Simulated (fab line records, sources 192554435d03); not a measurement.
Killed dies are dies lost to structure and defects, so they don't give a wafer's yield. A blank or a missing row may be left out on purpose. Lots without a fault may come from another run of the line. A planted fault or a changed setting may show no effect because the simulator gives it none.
Chamber matching | flow n5_finfet | N5_HKMG_FIN_ALD_74 on ald_hk-01: 4 sister chambers
The step deposits La2O3, target thk 0.5 nm, pulse time 6 s, co reactant pulse time 1 s. 7 wafers are shown with their chamber, then 10 later ones without.

WAFERS WITH THEIR CHAMBER
wafer  | chamber | heater_power_w (W) | precursor_pulse_height_rel
L083.3 | 1       | 332                | 1.004
L083.5 | 1       | 330                | 0.978
L084.1 | 3       | 373                | 1.005
L084.4 | 2       | 370                | 0.981
L084.6 | 0       | 366                | 1.028
L087.1 | 2       | 361                | 1.007
L087.2 | 0       | 368                | 0.973

WAFERS WITHOUT THEIR CHAMBER
wafer  | heater_power_w (W) | precursor_pulse_height_rel
L087.4 | 375                | 1.006
L088.1 | 330                | 0.993
L088.3 | 365                | 1.023
L088.5 | 329                | 1.011
L096.1 | 356                | 1.011
L096.3 | 327                | 1.000
L096.5 | 321                | 0.964
L097.1 | 376                | 1.001
L097.4 | 331                | 0.982
L097.5 | 361                | 1.023

WHICH CHAMBER EACH WENT THROUGH
wafer  | from the rows above          | in truth
L087.4 | can't be placed: 3 or 0 or 2 | 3
L088.1 | 1                            | 1
L088.3 | can't be placed: 0 or 2 or 3 | 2
L088.5 | 1                            | 1
L096.1 | can't be placed: 2 or 0 or 3 | 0
L096.3 | 1                            | 1
L096.5 | 1                            | 1
L097.1 | can't be placed: 3 or 0 or 2 | 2
L097.4 | 1                            | 1
L097.5 | can't be placed: 2 or 0 or 3 | 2
Placed correctly: 5 of 10. Can't be placed from these rows: 5 (the true chamber is among the candidates in 5). Placed wrongly: 0.
How it was worked out, from the rows above alone: a wafer's distance from a chamber is the root of the sum, over the readings, of the square of ((its reading less the chamber's mean) divided by the reading's scatter). The wafer belongs to the nearest chamber; if the next one is less than 2 further off, it can't be placed. A chamber's mean is the mean of its shown wafers. The scatter: the root of (the sum of the squares of (reading less its chamber's mean) over the shown wafers, divided by (wafers less chambers)).
